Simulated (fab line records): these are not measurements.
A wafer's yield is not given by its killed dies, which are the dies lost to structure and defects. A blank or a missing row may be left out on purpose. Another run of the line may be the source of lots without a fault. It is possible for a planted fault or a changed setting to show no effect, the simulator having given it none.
fab line records | flow n5-finfet
record: lots: 4 | wafers: 12 | last-day: 15
route steps=1938 shown STI_FIN_REVEAL@210 DUMMY_GATE@212 BEOL_M4@1111
lots that met no fault: from a run of the same line without faults
start-h: hours from the record's opening day to when the first of the lot's shown wafers began | wait-h: time in hours since the lot's previous step | " repeats the value in the row above | L1.1+2: several wafers, shown together as one row | - either no value or no given start | * or withheld: withheld | < > ~ a bound
route shown NAME@n: NAME is a module with steps in the file, n the number in the route of the first one | usual: mean/standard deviation of fault-free wafers | same: alike in all rows | chamber/n: place in a boat | sites: each site's reading | _std_site: standard deviation of those values | _edge_site: inner sites' mean taken away from outer sites' mean | radius-mm: for every site, how far away it sits from the centre of the wafer | mask NAME#n: copy n | behind: the tool/chamber that last shaped the wafer | hold: why the lot was held/for how many hours/how that ended | device: which transistor (n, p or np) failed to switch | end of line: tests of these same wafers at the route's end | a step without rows: its recipe alone | killed: dies that structure and defects cost at the first sort, which is not the same as the wafer's yield | map: the dies of a wafer, with x for killed, . for not killed, _ for no die there
set.NAME: the setting as run; set.NAME@STEP: as run at that earlier step | model.NAME: the simulator's own value behind a step, which no gauge read
a table for each step, a row for each wafer; lots at some steps of the route
services: when a tool's chamber went out of use (start-h, in hours from the record's first day, below 0 if earlier), for how many hours, and the reason
== steps ==
step: N5_STI_FIN_REVEAL_SRD_28
recipe: dry: ipa-marangoni | time-s: 30 | temp-c: 23 | rinse-liquid: diw
step: N5_DUMMY_GATE_PRECLEAN_00
recipe: chemistry: O3/DIW | time-s: 60 | temp-c: 22 | o3-ppm: 10
step: N5_DUMMY_GATE_SRD_01
recipe: time-s: 30 | temp-c: 23 | rinse-liquid: diw | dry: ipa-marangoni
step: N5_DUMMY_GATE_ALD_02
recipe: material: SiO2 | target-thk-a: 20 | temp-c: 300 | ald-precursor-family: BDEAS | ald-co-reactant: O2-plasma | pulse-time-s: 1 | pressure-torr: 2
step: N5_DUMMY_GATE_CVD_03
recipe: material: a-Si | target-thk-a: 1500 | temp-c: 530 | precursor: SiH4 | time-s: 8042
step: N5_DUMMY_GATE_PRECLEAN_46
recipe: chemistry: DIW | time-s: 89.5 | temp-c: 23
step: N5_DUMMY_GATE_SRD_47
recipe: dry-time-s: 32 | dry: n2-spin | spin-rpm: 1500
step: N5_DUMMY_GATE_CMP_04
recipe: material: a-Si | post-cmp-clean: alkaline-brush
step: N5_DUMMY_GATE_HM_DEP_06
recipe: material: SiNx | target-thk-a: 800 | precursor: DCS/NH3 | temp-c: 700 | pressure-mtorr: 300 | time-s: 5141
step: N5_DUMMY_GATE_PECVD_30
recipe: material: SiO2 | target-thk-a: 550 | temp-c: 400 | precursor: TEOS/O2 | pressure-torr: 6.5 | rf-w: withheld | teos-flow-sccm: withheld | gas: O2 | flow-sccm: 2650 | time-s: 10.8
step: N5_DUMMY_GATE_COAT_34
recipe: resist: SOC | temp-c: 250 | time-s: 60 | spin-rpm: 1500 | resist-thk-nm: 60
usual: spin-speed-rpm: 1499.8/1.1
lot.wafer | tool           | chamber | start-h | wait-h | spin-speed-rpm | model.SOC_of_DUMMY_GATE_COAT_34.thk-nm
L807.1    | litho-track-05 | 0       | 64.28   | 0.1    | 1500.7         | 59.8
L807.5    | "              | 0       | "       | "      | 1501.5         | 59.8
L807.6    | "              | 0       | "       | "      | 1501.0         | 60
L813.1    | litho-track-03 | 0       | 99.65   | 0.1    | 1498.7         | 60.2
L813.3    | "              | 0       | "       | "      | 1499.9         | 60.2
L813.4    | "              | 0       | "       | "      | 1500.6         | 60.2
L814.1    | litho-track-05 | 0       | 105.77  | 0.0    | 1196.6         | 67.4
L814.5    | "              | 0       | "       | "      | 1196.3         | 67.2
L814.6    | "              | 0       | "       | "      | 1197.4         | 67
L815.2    | litho-track-05 | 0       | 115.06  | 0.0    | 1198.5         | 67.2
L815.3    | "              | 0       | "       | "      | 1197.6         | 67
L815.6    | "              | 0       | "       | "      | 1196.3         | 66.8
step: N5_DUMMY_GATE_COAT_35
recipe: resist: SiARC | temp-c: 220 | time-s: 60 | spin-rpm: 1500 | resist-thk-nm: 10
step: N5_DUMMY_GATE_COAT_28
recipe: resist: underlayer | temp-c: 205 | time-s: 60 | spin-rpm: 1500 | resist-thk-nm: 10
step: N5_DUMMY_GATE_COAT_09
recipe: resist: CAR-EUV | spin-rpm: 1500 | resist-thk-nm: 30
step: N5_DUMMY_GATE_EBR_11
recipe: solvent: PGMEA | ebr-width-mm: 1.5
step: N5_DUMMY_GATE_SOFTBAKE_10
recipe: temp-c: 110 | time-s: 60 | resist: CAR-EUV
step: N5_DUMMY_GATE_EXPOSE_12
recipe: mask-id: GATE | na: 0.33 | source-shape: annular | sigma-inner: 0.2 | sigma-outer: 0.6 | polarization: unpolarized | target-cd-nm: 25 | dose-mj: 34
step: N5_DUMMY_GATE_PEB_13
recipe: peb-temp-c: 100 | peb-time-s: 60 | resist: CAR-EUV
step: N5_DUMMY_GATE_DEVELOP_14
recipe: develop-time-s: 30 | developer: TMAH | resist: CAR-EUV | rinse-liquid: surfactant-rinse | dry: air-spin | dev-temp-c: 23
step: N5_DUMMY_GATE_DESCUM_20
recipe: chemistry: O2 | time-s: 6.2 | source-power-w: 50 | bias-power-w: 20 | pressure-mtorr: 20 | rf-frequency-hz: 2.712e+07 | temp-c: 40 | resist: CAR-EUV | o2-flow-sccm: 225
step: N5_DUMMY_GATE_ETCH_29
recipe: chemistry: N2/H2 | target: underlayer | target-depth-a: 130 | ion-energy-ev: 200 | pressure-mtorr: 30 | source-w: 840 | bias-w: 150 | n2-flow-sccm: 200 | h2-flow-sccm: 200
step: N5_DUMMY_GATE_ETCH_36
recipe: chemistry: CF4 | target: SiARC | target-depth-a: 130 | pressure-mtorr: 40 | source-w: 545 | bias-w: 36 | Ar_flow_sccm: 100 | cf4-flow-sccm: 100 | ion-energy-ev: 80
step: N5_DUMMY_GATE_ETCH_37
recipe: chemistry: N2/H2 | target: SOC | target-depth-a: 600 | overetch-a: 300 | temp-c: 40 | ion-energy-ev: 200 | pressure-mtorr: 30 | source-w: 840 | bias-w: 150 | n2-flow-sccm: 200 | h2-flow-sccm: 200
usual: drypump-motor-current-A: 5.9/0.45 | n2-flow-sccm: 200.0/0.6 | oes-product-au: 0.63/0.074 | rf-vpp-V: 524.4/2.1 | showerhead-plenum-p-Torr: 2.56/0.076 | throttle-valve-pct: 17.8/0.33
lot.wafer | tool        | chamber | start-h | wait-h | drypump-motor-current-A | n2-flow-sccm | oes-product-au | rf-hours-counter-h | rf-vpp-V | showerhead-plenum-p-Torr | throttle-valve-pct | model.etch.depth-nm
L807.1    | rie-diel-02 | 2       | 64.82   | 0.0    | 6.1                     | 200.1        | 0.57           | 217                | 523.5    | 2.55                     | 18.5               | 59.84
L807.5    | "           | 2       | "       | "      | 6.1                     | 200.9        | 0.57           | -                  | 524.1    | 2.55                     | 18.5               | 59.84
L807.6    | "           | 3       | "       | "      | 5.2                     | 199.9        | 0.72           | -                  | 522.6    | 2.49                     | 17.4               | 59.94
L813.1    | rie-diel-06 | 1       | 100.19  | 0.0    | 5.5                     | 200.2        | 0.55           | 242                | 521.5    | 2.52                     | 18.0               | 60.23
L813.3    | "           | 3       | "       | "      | 5.4                     | 200.6        | 0.75           | 10                 | 527.9    | 2.70                     | 17.3               | 60.2
L813.4    | "           | 0       | "       | "      | 6.1                     | 199.4        | 0.68           | 54                 | 525.6    | 2.60                     | 17.9               | 60.29
L814.1    | rie-diel-06 | 1       | 106.43  | 0.0    | 5.5                     | 200.5        | 0.58           | 244                | 523.2    | 2.51                     | 18.1               | 67.31
L814.5    | "           | 0       | "       | "      | 6.0                     | 200.6        | 0.72           | -                  | 525.2    | 2.60                     | 17.9               | 67.25
L814.6    | "           | 3       | "       | "      | 5.4                     | 199.8        | 0.79           | -                  | 528.3    | 2.70                     | 17.3               | 67.06
L815.2    | rie-diel-03 | 3       | 115.72  | 0.0    | 5.7                     | 199.8        | 0.60           | 192                | 526.0    | 2.63                     | 18.0               | 67.12
L815.3    | "           | 0       | "       | "      | 6.2                     | 200.1        | 0.58           | 237                | 523.5    | 2.51                     | 17.9               | 67.04
L815.6    | "           | 2       | "       | "      | 6.6                     | 200.6        | 0.58           | -                  | 526.0    | 2.58                     | 17.8               | 66.88
step: N5_DUMMY_GATE_STRIP_38
recipe: chemistry: N2/H2 | temp-c: 40 | n2-flow-sccm: 200 | h2-flow-sccm: 200 | rf-frequency-hz: 6e+07
step: N5_DUMMY_GATE_STRIP_39
recipe: chemistry: N2/H2 | temp-c: 40 | n2-flow-sccm: 200 | h2-flow-sccm: 200 | rf-frequency-hz: 6e+07
step: N5_DUMMY_GATE_TRIM_49
recipe: chemistry: O2 | resist: SOC | time-s: 29 | target-cd-nm: 14 | source-power-w: 300 | bias-power-w: 0 | O2_flow_sccm: 100 | temp-c: 20
step: N5_DUMMY_GATE_STRIP_40
recipe: chemistry: CF4 | resist: SiARC | power-w: 300 | bias-power-w: 75 | pressure-mtorr: 50 | cf4-flow-sccm: 150 | rf-frequency-hz: 6e+07
step: N5_DUMMY_GATE_ETCH_31
recipe: chemistry: C4F6/O2 | target: SiO2 | mask-material: SOC | target-depth-a: 825 | time-s: 27.5 | ion-energy-ev: 250 | pressure-mtorr: 30 | source-w: 345 | bias-w: 185 | Ar_flow_sccm: 300 | C4F6_flow_sccm: 10 | O2_flow_sccm: 10
usual: drypump-motor-current-A: 5.9/0.47 | oes-product-au: 0.79/0.1 | rf-vpp-V: 676/22 | showerhead-plenum-p-Torr: 2.86/0.079 | throttle-valve-pct: 21.13/0.26
lot.wafer | tool        | chamber | start-h | wait-h | drypump-motor-current-A | oes-product-au | rf-hours-counter-h | rf-vpp-V | showerhead-plenum-p-Torr | throttle-valve-pct | model.SOC_of_DUMMY_GATE_COAT_34.thk-nm
L807.1    | rie-diel-02 | 0       | 65.27   | 0.2    | 6.3                     | 0.70           | 177                | 661      | 2.97                     | 20.95              | 51.8
L807.5    | "           | 2       | "       | "      | 6.1                     | 0.70           | -                  | 682      | 2.82                     | 21.56              | 51.8
L807.6    | "           | 3       | "       | "      | 5.2                     | 0.91           | -                  | 644      | 2.79                     | 20.92              | 51.8
L813.1    | rie-diel-02 | 0       | 100.47  | 0.1    | 6.3                     | 0.70           | 188                | 658      | 2.96                     | 20.97              | 52.2
L813.3    | "           | 1       | "       | "      | 6.6                     | 0.82           | 68                 | 718      | 2.87                     | 20.82              | 52.2
L813.4    | "           | 3       | "       | "      | 5.2                     | 0.88           | 26                 | 642      | 2.79                     | 20.94              | 52.2
L814.1    | rie-diel-06 | 3       | 106.71  | 0.0    | 5.4                     | 0.93           | 12                 | 683      | 3.03                     | 20.93              | 59.2
L814.5    | "           | 2       | "       | "      | 5.4                     | 0.76           | -                  | 696      | 2.83                     | 21.34              | 59.4
L814.6    | "           | 3       | "       | "      | 5.4                     | 0.94           | -                  | 684      | 3.03                     | 20.92              | 58.8
L815.2    | rie-diel-03 | 1       | 116.26  | 0.1    | 5.7                     | 0.77           | 152                | 650      | 2.73                     | 21.41              | 58.8
L815.3    | "           | 3       | "       | "      | 5.7                     | 0.69           | 193                | 676      | 2.94                     | 21.27              | 59
L815.6    | "           | 0       | "       | "      | 6.2                     | 0.69           | -                  | 686      | 2.78                     | 20.94              | 58.6
step: N5_DUMMY_GATE_STRIP_41
recipe: chemistry: O2 | power-w: 400 | temp-c: 40 | pressure-mtorr: 30 | rf-frequency-hz: 6e+07 | bias-power-w: 0 | overash-fraction: 0.3 | o2-flow-sccm: 225
step: N5_BEOL_M4_RC_MEAS_101
usual: DIBL_N: 36.1/2 | DIBL_P: 36.3/2.4 | IOFF_N: 0.15/0.035 | IOFF_P: 0.21/0.039 | ION_N: 672/15 | ION_P: 463/9.7 | SS_N: 71.5/0.7 | SS_P: 73.2/0.75 | VT_N: 251/3.6 | VT_P: -250/3.8
lot.wafer | tool      | chamber | start-h | wait-h | DIBL_N[mV/V] | DIBL_P[mV/V] | IOFF_N[nA/um] | IOFF_P[nA/um] | ION_N[uA/um] | ION_P[uA/um] | SS_N[mV/dec] | SS_P[mV/dec] | VT_N[mV] | VT_P[mV]
L807.1    | prober-02 | 0       | 191.87  | 0.0    | 35.9         | 38.5         | 0.14          | 0.18          | 668          | 455          | 71.6         | 73.0         | 250      | -256
L807.5    | "         | 0       | "       | "      | 34.9         | 37.1         | 0.12          | 0.16          | 656          | 446          | 70.9         | 73.8         | 254      | -259
L807.6    | "         | 0       | "       | "      | 34.2         | 35.8         | 0.11          | 0.14          | 664          | 453          | 71.4         | 73.5         | 254      | -258
L814.1    | prober-01 | 0       | 221.28  | 0.0    | 37.0         | 37.9         | 0.14          | 0.19          | 662          | 449          | 71.8         | 73.5         | 252      | -252
L814.5    | "         | 0       | "       | "      | 37.1         | 36.8         | 0.15          | 0.18          | 660          | 443          | 72.5         | 73.1         | 253      | -254
L814.6    | "         | 0       | "       | "      | 38.5         | 40.0         | 0.20          | 0.22          | 683          | 458          | 72.6         | 74.4         | 249      | -251
L813.1    | prober-02 | 0       | 221.81  | 0.0    | 33.9         | 32.0         | 0.11          | 0.17          | 651          | 458          | 71.1         | 72.3         | 255      | -247
L813.3    | "         | 0       | "       | "      | 34.9         | 33.6         | 0.13          | 0.21          | 666          | 465          | 70.6         | 72.7         | 254      | -247
L813.4    | "         | 0       | "       | "      | 33.7         | 32.1         | 0.11          | 0.19          | 639          | 456          | 70.9         | 72.5         | 258      | -247
L815.2    | prober-02 | 0       | 239.99  | 0.2    | 37.9         | 37.6         | 0.18          | 0.25          | 661          | 452          | 72.7         | 73.6         | 249      | -248
L815.3    | "         | 0       | "       | "      | 34.5         | 34.4         | 0.14          | 0.20          | 670          | 468          | 71.2         | 72.3         | 249      | -249
L815.6    | "         | 0       | "       | "      | 34.5         | 34.2         | 0.14          | 0.19          | 656          | 449          | 71.5         | 72.7         | 252      | -251
== services ==
tool        | chamber | start-h | hours | kind
rie-diel-03 | -       | 41.84   | 0.5   | repair
rie-diel-02 | 2       | 45.01   | 8.6   | repair
rie-diel-06 | 3       | 48.74   | -     | clean
rie-diel-06 | 3       | 48.74   | -     | consumable-replace:focus-ring
rie-diel-06 | 3       | 48.74   | -     | consumable-replace:showerhead
rie-diel-06 | 3       | 48.74   | 20.5  | scheduled-down
rie-diel-06 | 3       | 48.74   | 20.5  | vent-cycle
rie-diel-06 | 1       | 63.75   | 8.0   | repair
rie-diel-03 | 3       | 88.50   | 7.6   | repair
== key ==
first-sign: step: N5_DUMMY_GATE_COAT_34 | reading: spin-speed-rpm | direction: down | sigmas: 99+ | usual: * | struck: *
effect none on later readings
model-effect: step: N5_DUMMY_GATE_COAT_34 | value: SOC_of_DUMMY_GATE_COAT_34.thk-nm | without: 59.97 | struck: 67.1
model-effect: step: N5_DUMMY_GATE_ETCH_37 | value: etch.depth-nm | without: 59.95 | struck: 67.11
model-effect: step: N5_DUMMY_GATE_ETCH_31 | value: SOC_of_DUMMY_GATE_COAT_34.thk-nm | without: 51.8 | struck: 58.97
met-at N5_DUMMY_GATE_COAT_34
struck-wafers L814.1,L814.5,L814.6,L815.2,L815.3,L815.6
onset-between 64.28 105.77
fault: kind: process-parameter-drift | tool: litho-track-05 | chamber: - | onset-h: 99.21 | steps: N5_DUMMY_GATE_COAT_34 | channel: spin-rpm | offset: * | shape: step | end-h: 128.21 | acts-in: * | stated: *
